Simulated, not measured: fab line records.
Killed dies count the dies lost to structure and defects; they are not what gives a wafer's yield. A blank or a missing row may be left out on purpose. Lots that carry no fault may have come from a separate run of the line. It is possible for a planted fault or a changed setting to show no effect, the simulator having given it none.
Matching of chambers ; flow nand-harc ; NHARC_A_ZERO_WELL_DESCUM_12 on rie-diel-03 has 4 sister chambers
The step chemistry O2, time 3 s. 8 wafers are shown with their chamber, then 8 later ones without.

WAFERS PAIRED WITH THEIR CHAMBERS
wafer;chamber;drypump-motor-current-A (A);oes-product-au (a.u.)
L203.2;2;6.0;0.998
L203.5;0;5.7;1.008
L204.3;3;5.5;1.000
L204.5;3;5.5;1.005
L205.1;1;6.2;0.998
L205.2;0;5.7;1.008
L205.4;2;6.0;1.000
L206.1;1;6.1;1.004

WAFERS WITHOUT THEIR CHAMBER
wafer;drypump-motor-current-A (A);oes-product-au (a.u.)
L206.2;5.5;1.004
L206.3;5.7;1.003
L209.1;5.7;1.018
L209.3;6.1;0.999
L209.4;6.1;0.997
L208.2;6.2;1.000
L208.4;5.7;1.010
L208.6;5.5;1.008

WHICH CHAMBER EACH ONE RAN IN
wafer;from the rows above;in truth
L206.2;3;3
L206.3;0;0
L209.1;0;0
L209.3;can't be placed: 1 or 2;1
L209.4;can't be placed: 1 or 2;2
L208.2;1;1
L208.4;0;0
L208.6;3;3
Placed correctly: 6 of 8. From these rows, 2 cannot be placed; in 2 the true chamber is one of the candidates. Number placed wrongly: 0.
How it was worked out, from the rows above alone: a wafer's distance from a chamber is the root of the sum, over the readings, of the square of ((its reading less the chamber's mean) divided by the reading's scatter). If the next closest chamber is less than 2 further off than the closest, the wafer can't be placed; otherwise it belongs to the closest. Each chamber's mean is taken over the wafers shown for it. The scatter is the square root of a quotient: the sum, over the shown wafers, of each reading's squared deviation from its chamber's mean, divided by wafers minus chambers.
